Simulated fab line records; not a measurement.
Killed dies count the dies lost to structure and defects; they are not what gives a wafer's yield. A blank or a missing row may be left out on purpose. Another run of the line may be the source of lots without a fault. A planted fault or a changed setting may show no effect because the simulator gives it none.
fab line records ; flow nand_harc ; part 1 of 2: steps 1 to 4 of 6
record: lots: 24; wafers: 72; last_day: 33
route steps=1302 shown A_STAIRCASE@686
lots with no fault: from the same line, run without faults
start_h: the number of hours between the record's first day and the start of the first shown wafer of the lot ; wait_h: hours since the lot's step before ; " identical to the entry in the row above ; L1.1+2: one row covering several wafers at once ; - either no value or no given start ; * or withheld: withheld ; < > ~ a bound
route shown NAME@n: a module of which the file shows steps, and the number in the route of the first ; usual: mean/standard deviation of fault-free wafers ; same: alike in all rows ; chamber/n: place in a boat ; sites: per-site readings ; _std_site: standard deviation across them ; _edge_site: the outer-site mean with the inner-site mean subtracted ; radius_mm: how far each site lies from the wafer's centre ; mask NAME#n: copy n ; behind: the tool/chamber that last shaped the wafer ; hold: reason for holding the lot/hours on hold/outcome of the hold ; device: transistor that didn't switch, given as n, p or np ; end of line: the same wafers' tests at the end of the route ; a step without rows: its recipe alone ; killed: dies that structure and defects cost at the first sort, which is not the same as the wafer's yield ; map: shows each die of a wafer: x if killed, . if not, _ if none is there
set.NAME: the setting that was run; set.NAME@STEP: the one run at that earlier step ; model.NAME: the simulator's own value behind a step, which no gauge read
one table for each step of the route and one row for each wafer, over a sample of lots
services: the hour from which a tool's chamber was out of use, counted from the record's first day as start_h (under 0 if before that day), plus the number of hours and why
== steps ==
step: NHARC_A_STAIRCASE_STRIP_175
recipe: power_w: 1500; temp_c: 250; chemistry: O2
usual: drypump_motor_current_A: 6.0/0.64; heater_power_w: 328/18; rf_refl_power_W: 21/3.9
lot.wafer;tool;chamber;start_h;wait_h;drypump_motor_current_A;heater_power_w;rf_hours_counter_h;rf_refl_power_W
L074.1;plasma_asher-02;0;365.20;0.1;6.4;330;24;27
L074.5;plasma_asher-02;0;365.20;0.1;6.4;326;-;27
L074.6;plasma_asher-02;1;365.20;0.1;6.7;338;-;15
L075.1;plasma_asher-01;0;372.97;0.1;6.3;320;3;21
L075.6;plasma_asher-01;1;372.97;0.1;5.0;313;-;21
L075.5;plasma_asher-01;0;372.97;0.1;6.3;326;-;22
L076.3;plasma_asher-01;0;387.17;0.4;6.2;330;-;-
L076.5;plasma_asher-01;1;387.17;0.4;5.1;302;-;-
L076.6;plasma_asher-01;0;387.17;0.4;6.2;329;-;-
L077.1;plasma_asher-02;0;391.03;0.1;6.4;324;29;27
L077.4;plasma_asher-02;1;391.03;0.1;6.7;339;-;15
L077.6;plasma_asher-02;1;391.03;0.1;6.7;342;-;15
L078.1;plasma_asher-01;0;400.08;0.3;6.3;322;8;21
L078.4;plasma_asher-01;0;400.08;0.3;6.2;323;-;21
L078.5;plasma_asher-01;1;400.08;0.3;5.0;312;-;22
L079.1;plasma_asher-01;0;400.31;0.4;6.3;324;9;-
L079.2;plasma_asher-01;1;400.31;0.4;5.1;312;9;-
L079.5;plasma_asher-01;1;400.31;0.4;5.1;302;-;-
L080.2;plasma_asher-02;0;410.35;0.1;6.4;335;33;-
L080.4;plasma_asher-02;0;410.35;0.1;6.4;326;-;-
L080.3;plasma_asher-02;1;410.35;0.1;6.7;330;-;-
L081.3;plasma_asher-01;0;432.77;0.2;6.2;328;-;-
L081.4;plasma_asher-01;1;432.77;0.2;5.1;299;-;-
L081.6;plasma_asher-01;0;432.77;0.2;6.2;330;-;-
L082.4;plasma_asher-02;0;445.88;0.2;6.4;333;-;27
L082.6;plasma_asher-02;0;445.88;0.2;6.4;344;-;27
L082.5;plasma_asher-02;1;445.88;0.2;6.7;361;-;14
L083.2;plasma_asher-02;1;446.19;0.1;6.7;361;4;-
L083.1;plasma_asher-02;0;446.19;0.1;6.4;343;4;-
L083.5;plasma_asher-02;1;446.19;0.1;6.7;350;-;-
L084.2;plasma_asher-01;0;462.61;0.1;6.2;331;21;21
L084.3;plasma_asher-01;0;462.61;0.1;6.2;322;-;20
L084.6;plasma_asher-01;1;462.61;0.1;5.1;305;-;21
L085.4;plasma_asher-02;0;467.61;0.2;6.4;327;-;27
L085.6;plasma_asher-02;0;467.61;0.2;6.4;334;-;27
L085.5;plasma_asher-02;1;467.61;0.2;6.7;353;-;15
L086.3;plasma_asher-01;1;475.85;0.2;5.0;308;-;22
L086.6;plasma_asher-01;0;475.85;0.2;6.3;325;-;21
L086.5;plasma_asher-01;1;475.85;0.2;5.1;305;-;21
L087.4;plasma_asher-02;1;476.47;0.2;6.7;358;-;15
L087.3;plasma_asher-02;0;476.47;0.2;6.4;340;-;27
L087.5;plasma_asher-02;0;476.47;0.2;6.4;338;-;27
L089.1;plasma_asher-02;1;500.78;0.1;6.7;359;13;-
L089.4;plasma_asher-02;0;500.78;0.1;6.3;342;-;-
L089.6;plasma_asher-02;1;500.78;0.1;6.7;355;-;-
L088.2;plasma_asher-01;0;501.53;0.1;6.2;325;30;21
L088.4;plasma_asher-01;1;501.53;0.1;5.1;308;-;21
L088.5;plasma_asher-01;1;501.53;0.1;5.1;307;-;22
L091.1;plasma_asher-01;0;513.14;0.1;6.2;334;33;21
L091.3;plasma_asher-01;1;513.14;0.1;5.0;303;-;21
L091.6;plasma_asher-01;0;513.14;0.1;6.3;329;-;22
L090.3;plasma_asher-01;1;513.58;0.2;5.1;302;-;21
L090.6;plasma_asher-01;1;513.58;0.2;5.1;309;-;21
L090.5;plasma_asher-01;0;513.58;0.2;6.2;328;-;21
L092.3;plasma_asher-01;0;536.87;0.2;6.2;323;-;21
L092.4;plasma_asher-01;1;536.87;0.2;5.0;314;-;22
L092.6;plasma_asher-01;0;536.87;0.2;6.2;314;-;21
L093.2;plasma_asher-01;0;549.58;0.1;6.2;309;2;21
L093.1;plasma_asher-01;1;549.58;0.1;5.1;314;2;22
L093.3;plasma_asher-01;0;549.58;0.1;6.2;323;-;21
L094.4;plasma_asher-01;1;564.63;0.2;5.0;304;-;-
L094.5;plasma_asher-01;0;564.63;0.2;6.3;318;-;-
L094.6;plasma_asher-01;1;564.63;0.2;5.0;314;-;-
L095.2;plasma_asher-02;0;568.16;0.1;6.4;352;28;27
L095.1;plasma_asher-02;1;568.16;0.1;6.7;360;28;15
L095.4;plasma_asher-02;1;568.16;0.1;6.7;364;-;15
L096.4;plasma_asher-01;0;584.56;0.2;6.2;315;-;21
L096.3;plasma_asher-01;1;584.56;0.2;5.0;310;-;22
L096.5;plasma_asher-01;1;584.56;0.2;5.0;310;-;22
L097.4;plasma_asher-02;0;584.82;0.2;6.4;349;-;27
L097.6;plasma_asher-02;0;584.82;0.2;6.4;344;-;27
L097.5;plasma_asher-02;1;584.82;0.2;6.7;362;-;15
step: NHARC_A_STAIRCASE_ETCH_192
recipe: target_depth_a: 1000; time_s: 40.5; ion_energy_ev: 400; c4f8_flow_sccm: 20; o2_flow_sccm: 10; ar_flow_sccm: withheld; rf_w: 600; bias_w: 1000; chemistry: C4F8/O2
usual: oes_product_au: 0.939/0.011; rf_vpp_V: 896/5.9
lot.wafer;tool;chamber;start_h;wait_h;oes_product_au;rf_hours_counter_h;rf_vpp_V
L074.1;rie_diel-03;2;-;-;0.950;30;907
L074.6;rie_diel-03;1;-;-;0.946;-;890
L074.5;rie_diel-03;2;-;-;0.944;-;906
L075.1;rie_diel-02;2;-;-;0.941;38;893
L075.5;rie_diel-02;1;-;-;0.950;-;903
L075.6;rie_diel-02;2;-;-;0.941;-;894
L076.3;rie_diel-11;0;-;-;0.934;47;898
L076.6;rie_diel-11;0;-;-;0.942;-;899
L076.5;rie_diel-11;1;-;-;0.954;-;895
L077.1;rie_diel-03;3;-;-;0.939;21;893
L077.4;rie_diel-03;0;-;-;0.954;34;890
L077.6;rie_diel-03;1;-;-;0.977;-;889
L078.4;rie_diel-03;0;-;-;0.939;39;890
L078.1;rie_diel-03;2;-;-;0.936;43;906
L078.5;rie_diel-03;3;-;-;0.939;-;893
L079.2;rie_diel-03;0;-;-;0.929;39;891
L079.1;rie_diel-03;1;-;-;0.944;42;890
L079.5;rie_diel-03;0;-;-;0.936;-;891
L080.4;rie_diel-02;0;-;-;0.952;2;897
L080.2;rie_diel-02;1;-;-;0.943;2;902
L080.3;rie_diel-02;2;-;-;0.930;3;892
L081.3;rie_diel-02;0;-;-;0.929;11;897
L081.4;rie_diel-02;2;-;-;0.950;9;893
L081.6;rie_diel-02;1;-;-;0.942;-;901
L082.5;rie_diel-03;0;-;-;0.956;-;890
L082.6;rie_diel-03;2;-;-;0.948;-;905
L082.4;rie_diel-03;3;-;-;0.945;-;892
L083.2;rie_diel-11;0;-;-;0.930;3;896
L083.1;rie_diel-11;3;-;-;0.951;3;905
L083.5;rie_diel-11;1;-;-;0.949;-;895
L084.3;rie_diel-02;0;-;-;0.922;23;896
L084.2;rie_diel-02;1;-;-;0.931;20;902
L084.6;rie_diel-02;3;-;-;0.924;-;904
L085.4;rie_diel-02;0;-;-;0.921;26;896
L085.6;rie_diel-02;2;-;-;0.940;-;892
L085.5;rie_diel-02;3;-;-;0.925;-;903
L086.3;rie_diel-02;0;-;-;0.928;31;895
L086.6;rie_diel-02;0;-;-;0.923;-;895
L086.5;rie_diel-02;1;-;-;0.933;-;901
L087.4;rie_diel-11;3;-;-;0.931;15;906
L087.3;rie_diel-11;0;-;-;0.931;16;896
L087.5;rie_diel-11;1;-;-;0.954;-;895
L089.1;rie_diel-03;2;-;-;0.928;8;904
L089.4;rie_diel-03;0;-;-;0.940;10;891
L089.6;rie_diel-03;3;-;-;0.949;-;893
L088.4;rie_diel-11;0;-;-;0.935;23;895
L088.2;rie_diel-11;1;-;-;0.953;23;894
L088.5;rie_diel-11;0;-;-;0.934;-;896
L091.3;rie_diel-03;0;-;-;0.929;18;889
L091.1;rie_diel-03;2;-;-;0.914;13;905
L091.6;rie_diel-03;3;-;-;0.918;-;893
L090.3;rie_diel-03;0;-;-;0.946;18;891
L090.6;rie_diel-03;3;-;-;0.945;-;893
L090.5;rie_diel-03;2;-;-;0.945;-;905
L092.4;rie_diel-03;3;-;-;0.937;25;893
L092.3;rie_diel-03;0;-;-;0.937;25;890
L092.6;rie_diel-03;2;-;-;0.930;-;903
L093.2;rie_diel-03;0;-;-;0.946;29;888
L093.3;rie_diel-03;1;-;-;0.952;30;889
L093.1;rie_diel-03;3;-;-;0.914;28;893
L094.4;rie_diel-02;2;-;-;0.939;57;892
L094.6;rie_diel-02;1;-;-;0.940;-;900
L094.5;rie_diel-02;2;-;-;0.945;-;891
L095.4;rie_diel-02;1;-;-;0.944;56;900
L095.1;rie_diel-02;2;-;-;0.943;58;891
L095.2;rie_diel-02;0;-;-;0.945;60;893
L096.3;rie_diel-03;2;-;-;0.922;39;904
L096.4;rie_diel-03;3;-;-;0.939;37;893
L096.5;rie_diel-03;2;-;-;0.920;-;904
L097.4;rie_diel-11;1;-;-;0.945;49;894
L097.5;rie_diel-11;0;-;-;0.963;-;895
L097.6;rie_diel-11;1;-;-;0.943;-;893
step: NHARC_A_STAIRCASE_TRIM_193
recipe: time_s: 211.2; o2_flow_sccm: 500; ar_flow_sccm: 0; bias_w: 0; chemistry: O2
usual: drypump_motor_current_A: 6.0/0.39; oes_product_au: 0.996/0.0092; rf_vpp_V: 57.8/0.97; showerhead_plenum_p_Torr: 3.52/0.17; throttle_valve_pct: 17.037/0.0097
lot.wafer;tool;chamber;start_h;wait_h;drypump_motor_current_A;oes_product_au;rf_hours_counter_h;rf_vpp_V;showerhead_plenum_p_Torr;throttle_valve_pct
L074.1;rie_diel-03;0;-;-;6.3;0.995;29;58.1;3.39;17.019
L074.5;rie_diel-03;2;-;-;6.7;1.000;-;56.9;3.79;17.039
L074.6;rie_diel-03;3;-;-;6.2;1.004;-;57.3;3.46;17.031
L075.1;rie_diel-02;2;-;-;5.6;0.993;38;58.9;3.44;17.039
L075.5;rie_diel-02;1;-;-;5.8;1.013;-;57.8;3.68;17.036
L075.6;rie_diel-02;2;-;-;5.5;0.995;-;57.3;3.44;17.046
L076.3;rie_diel-11;1;-;-;5.5;1.011;47;57.5;3.50;17.034
L076.6;rie_diel-11;2;-;-;5.7;0.991;-;56.9;3.30;17.025
L076.5;rie_diel-11;3;-;-;6.5;1.014;-;56.9;3.79;17.045
L077.1;rie_diel-03;3;-;-;6.3;0.998;21;56.9;3.46;17.027
L077.4;rie_diel-03;2;-;-;6.7;1.000;37;57.4;3.79;17.038
L077.6;rie_diel-03;0;-;-;6.3;1.002;-;58.2;3.38;17.025
L078.1;rie_diel-03;0;-;-;6.3;0.997;39;57.1;3.38;17.024
L078.4;rie_diel-03;3;-;-;6.3;0.996;26;57.3;3.46;17.040
L078.5;rie_diel-03;0;-;-;6.3;1.001;-;56.5;3.38;17.046
L079.1;rie_diel-03;0;-;-;6.3;0.989;40;57.2;3.38;17.043
L079.2;rie_diel-03;1;-;-;6.1;0.995;42;58.4;3.35;17.040
L079.5;rie_diel-03;0;-;-;6.4;0.993;-;57.5;3.38;17.019
L080.2;rie_diel-02;1;-;-;5.8;1.003;2;56.9;3.68;17.047
L080.4;rie_diel-02;2;-;-;5.6;1.004;3;58.1;3.43;17.016
L080.3;rie_diel-02;0;-;-;5.6;0.994;2;57.9;3.53;17.040
L081.4;rie_diel-02;3;-;-;5.8;0.979;11;57.7;3.77;17.042
L081.3;rie_diel-02;0;-;-;5.6;0.992;11;57.6;3.53;17.029
L081.6;rie_diel-02;1;-;-;5.8;1.002;-;57.3;3.68;17.030
L082.4;rie_diel-03;0;-;-;6.3;0.994;-;57.8;3.37;17.030
L082.5;rie_diel-03;2;-;-;6.7;1.003;-;57.6;3.77;17.046
L082.6;rie_diel-03;3;-;-;6.3;1.005;-;57.2;3.45;17.044
L083.2;rie_diel-11;3;-;-;6.5;1.002;3;57.6;3.77;17.055
L083.1;rie_diel-11;2;-;-;5.7;1.008;3;57.1;3.29;17.030
L083.5;rie_diel-11;3;-;-;6.5;0.993;-;58.7;3.77;17.039
L084.2;rie_diel-02;2;-;-;5.6;0.999;24;58.4;3.42;17.045
L084.3;rie_diel-02;0;-;-;5.6;1.003;24;57.0;3.52;17.042
L084.6;rie_diel-02;2;-;-;5.6;0.996;-;57.4;3.42;17.029
L085.4;rie_diel-02;0;-;-;5.6;0.981;26;59.0;3.52;17.042
L085.5;rie_diel-02;2;-;-;5.6;0.993;-;56.1;3.42;17.031
L085.6;rie_diel-02;3;-;-;5.8;0.981;-;57.5;3.76;17.048
L086.3;rie_diel-02;1;-;-;5.8;1.003;27;58.5;3.67;17.032
L086.6;rie_diel-02;3;-;-;5.8;0.983;-;60.7;3.76;17.048
L086.5;rie_diel-02;0;-;-;5.6;0.984;-;57.7;3.51;17.058
L087.3;rie_diel-11;2;-;-;5.7;1.001;16;56.7;3.29;17.046
L087.4;rie_diel-11;0;-;-;5.8;0.979;16;56.5;3.54;17.015
L087.5;rie_diel-11;2;-;-;5.7;0.988;-;56.9;3.29;17.043
L089.1;rie_diel-03;3;-;-;6.3;0.988;10;56.6;3.44;17.039
L089.4;rie_diel-03;0;-;-;6.3;0.990;11;55.3;3.37;17.021
L089.6;rie_diel-03;3;-;-;6.3;0.988;-;57.4;3.44;17.040
L088.4;rie_diel-11;2;-;-;5.7;1.005;21;57.5;3.28;17.032
L088.2;rie_diel-11;3;-;-;6.5;0.978;21;59.0;3.76;17.034
L088.5;rie_diel-11;2;-;-;5.7;0.995;-;56.7;3.28;17.033
L091.1;rie_diel-03;3;-;-;6.3;0.983;15;57.2;3.44;17.044
L091.3;rie_diel-03;0;-;-;6.4;0.988;18;57.4;3.36;17.043
L091.6;rie_diel-03;2;-;-;6.7;0.993;-;57.5;3.76;17.034
L090.3;rie_diel-03;3;-;-;6.3;0.992;15;56.3;3.44;17.042
L090.5;rie_diel-03;2;-;-;6.7;0.986;-;59.8;3.77;17.043
L090.6;rie_diel-03;3;-;-;6.3;0.999;-;56.9;3.44;17.040
L092.3;rie_diel-03;1;-;-;6.1;0.993;23;57.8;3.33;17.030
L092.4;rie_diel-03;2;-;-;6.7;0.983;23;59.0;3.76;17.042
L092.6;rie_diel-03;1;-;-;6.1;0.996;-;56.7;3.33;17.030
L093.3;rie_diel-03;1;-;-;6.0;1.011;30;57.9;3.33;17.039
L093.1;rie_diel-03;2;-;-;6.7;0.990;28;57.6;3.76;17.050
L093.2;rie_diel-03;0;-;-;6.4;0.996;29;57.5;3.36;17.041
L094.4;rie_diel-02;1;-;-;5.8;0.994;56;57.6;3.65;17.027
L094.6;rie_diel-02;0;-;-;5.6;0.997;-;57.3;3.50;17.043
L094.5;rie_diel-02;1;-;-;5.8;0.998;-;57.5;3.65;17.050
L095.1;rie_diel-02;1;-;-;5.8;1.004;57;59.0;3.65;17.023
L095.2;rie_diel-02;3;-;-;5.8;0.987;61;60.2;3.74;17.044
L095.4;rie_diel-02;0;-;-;5.6;0.988;60;59.1;3.50;17.036
L096.4;rie_diel-03;2;-;-;6.7;0.998;39;60.4;3.75;17.044
L096.3;rie_diel-03;3;-;-;6.3;0.997;37;57.2;3.43;17.026
L096.5;rie_diel-03;1;-;-;6.1;1.001;-;55.9;3.32;17.042
L097.4;rie_diel-11;1;-;-;5.5;1.005;49;57.6;3.46;17.036
L097.5;rie_diel-11;1;-;-;5.5;0.997;-;57.7;3.46;17.032
L097.6;rie_diel-11;2;-;-;5.7;1.008;-;56.6;3.27;17.040
step: NHARC_A_STAIRCASE_DESCUM_219
recipe: time_s: 3; o2_flow_sccm: 200; ar_flow_sccm: 0; bias_power_w: 0; chemistry: O2
usual: drypump_motor_current_A: 6.0/0.4; oes_product_au: 0.996/0.0093; rf_vpp_V: 57.8/0.91; showerhead_plenum_p_Torr: 1.92/0.097; throttle_valve_pct: 11.311/0.0089
lot.wafer;tool;chamber;start_h;wait_h;drypump_motor_current_A;oes_product_au;rf_hours_counter_h;rf_vpp_V;showerhead_plenum_p_Torr;throttle_valve_pct
L074.1;rie_diel-02;2;370.29;-;5.5;0.987;37;57.4;1.86;11.322
L074.5;rie_diel-02;1;370.29;-;5.8;1.015;-;59.0;2.00;11.302
L074.6;rie_diel-02;2;370.29;-;5.6;0.987;-;57.6;1.86;11.306
L075.1;rie_diel-02;3;378.03;-;5.8;0.970;45;59.4;2.06;11.329
L075.6;rie_diel-02;0;378.03;-;5.6;0.986;-;58.3;1.92;11.319
L075.5;rie_diel-02;1;378.03;-;5.8;1.002;-;58.3;2.00;11.336
L076.3;rie_diel-11;3;392.64;-;6.4;1.000;41;58.8;2.06;11.299
L076.5;rie_diel-11;0;392.64;-;5.8;0.999;-;57.3;1.93;11.310
L076.6;rie_diel-11;1;392.64;-;5.5;1.009;-;59.0;1.89;11.305
L077.4;rie_diel-03;3;396.29;-;6.3;0.995;22;58.9;1.87;11.308
L077.1;rie_diel-03;0;396.29;-;6.4;1.000;35;57.9;1.83;11.306
L077.6;rie_diel-03;2;396.29;-;6.7;0.995;-;59.7;2.06;11.297
L078.1;rie_diel-03;1;405.48;-;6.0;1.012;43;55.7;1.81;11.312
L078.4;rie_diel-03;2;405.48;-;6.7;1.008;44;59.3;2.06;11.316
L078.5;rie_diel-03;2;405.48;-;6.7;1.003;-;57.9;2.06;11.306
L079.2;rie_diel-11;3;405.81;-;6.5;0.996;49;58.2;2.06;11.310
L079.1;rie_diel-11;2;405.81;-;5.7;1.002;50;57.5;1.78;11.290
L079.5;rie_diel-11;3;405.81;-;6.5;1.003;-;58.2;2.06;11.314
L080.2;rie_diel-02;1;418.42;-;5.8;1.024;5;56.8;2.00;11.317
L080.3;rie_diel-02;2;418.42;-;5.6;1.001;5;58.4;1.86;11.305
L080.4;rie_diel-02;3;418.42;-;5.8;0.983;7;58.3;2.06;11.320
L081.4;rie_diel-02;2;437.90;-;5.6;1.001;9;56.2;1.85;11.310
L081.3;rie_diel-02;0;437.90;-;5.6;0.996;12;57.2;1.91;11.312
L081.6;rie_diel-02;2;437.90;-;5.6;1.002;-;57.4;1.85;11.317
L082.4;rie_diel-11;2;451.31;-;5.7;0.993;4;56.9;1.78;11.312
L082.5;rie_diel-11;2;451.31;-;5.7;0.994;-;56.7;1.78;11.306
L082.6;rie_diel-11;3;451.31;-;6.5;0.974;-;59.0;2.06;11.330
L083.2;rie_diel-03;2;451.78;-;6.7;0.984;59;57.8;2.06;11.311
L083.1;rie_diel-03;3;451.78;-;6.2;0.984;42;58.2;1.87;11.322
L083.5;rie_diel-03;2;451.78;-;6.7;0.988;-;58.9;2.06;11.322
L084.3;rie_diel-02;0;468.73;-;5.6;0.990;25;57.9;1.91;11.310
L084.2;rie_diel-02;1;468.73;-;5.8;0.992;21;59.1;2.00;11.282
L084.6;rie_diel-02;3;468.73;-;5.8;0.986;-;57.9;2.05;11.332
L085.4;rie_diel-11;3;475.75;-;6.5;0.998;14;57.8;2.05;11.309
L085.5;rie_diel-11;2;475.75;-;5.7;1.002;-;56.4;1.77;11.312
L085.6;rie_diel-11;3;475.75;-;6.5;1.005;-;58.4;2.05;11.299
L086.3;rie_diel-11;0;480.87;-;5.8;0.987;17;57.8;1.92;11.311
L086.5;rie_diel-11;3;480.87;-;6.5;0.982;-;57.8;2.05;11.307
L086.6;rie_diel-11;0;480.87;-;5.8;0.991;-;57.5;1.92;11.298
L087.4;rie_diel-03;3;481.60;-;6.3;0.986;5;58.4;1.87;11.308
L087.3;rie_diel-03;1;481.60;-;6.0;0.996;7;58.4;1.80;11.301
L087.5;rie_diel-03;3;481.60;-;6.3;0.987;-;56.9;1.87;11.326
L089.1;rie_diel-02;2;505.96;-;5.6;0.994;37;56.0;1.85;11.315
L089.4;rie_diel-02;0;505.96;-;5.6;0.995;37;57.8;1.90;11.303
L089.6;rie_diel-02;1;505.96;-;5.7;0.997;-;58.6;1.99;11.318
L088.4;rie_diel-03;2;506.77;-;6.7;0.985;9;57.4;2.05;11.309
L088.2;rie_diel-03;1;506.77;-;6.0;1.013;12;56.3;1.80;11.303
L088.5;rie_diel-03;2;506.77;-;6.6;0.989;-;59.7;2.05;11.316
L091.1;rie_diel-11;0;522.11;-;5.8;0.986;29;58.0;1.91;11.316
L091.3;rie_diel-11;2;522.11;-;5.7;0.997;27;57.9;1.77;11.332
L091.6;rie_diel-11;3;522.11;-;6.4;0.982;-;59.0;2.05;11.287
L090.3;rie_diel-03;0;522.53;-;6.3;1.000;20;57.3;1.82;11.311
L090.5;rie_diel-03;3;522.53;-;6.2;1.000;-;57.9;1.86;11.297
L090.6;rie_diel-03;0;522.53;-;6.3;0.993;-;56.8;1.82;11.305
L092.3;rie_diel-02;1;544.67;-;5.7;1.003;51;59.2;1.99;11.330
L092.4;rie_diel-02;2;544.67;-;5.5;0.998;53;57.9;1.84;11.307
L092.6;rie_diel-02;1;544.67;-;5.7;1.016;-;57.9;1.99;11.305
L093.1;rie_diel-02;2;554.73;-;5.5;0.994;55;57.5;1.84;11.317
L093.3;rie_diel-02;3;554.73;-;5.8;0.985;58;58.0;2.04;11.311
L093.2;rie_diel-02;0;554.73;-;5.6;0.999;57;58.4;1.90;11.322
L094.4;rie_diel-03;3;570.33;-;6.2;0.989;33;58.5;1.86;11.305
L094.5;rie_diel-03;1;570.33;-;6.0;1.002;-;57.8;1.79;11.322
L094.6;rie_diel-03;2;570.33;-;6.7;0.981;-;58.3;2.04;11.314
L095.1;rie_diel-11;1;573.26;-;5.5;1.001;45;58.6;1.88;11.312
L095.2;rie_diel-11;3;573.26;-;6.4;0.995;44;58.5;2.04;11.325
L095.4;rie_diel-11;0;573.26;-;5.8;0.998;45;57.3;1.91;11.300
L096.3;rie_diel-11;1;589.58;-;5.5;1.000;50;57.4;1.87;11.302
L096.4;rie_diel-11;2;589.58;-;5.7;1.011;48;58.2;1.76;11.305
L096.5;rie_diel-11;0;589.58;-;5.8;0.993;-;58.1;1.91;11.310
L097.4;rie_diel-03;3;589.98;-;6.3;0.990;38;57.0;1.86;11.308
L097.5;rie_diel-03;1;589.98;-;6.1;1.001;-;57.3;1.79;11.311
L097.6;rie_diel-03;2;589.98;-;6.7;0.992;-;57.3;2.04;11.308
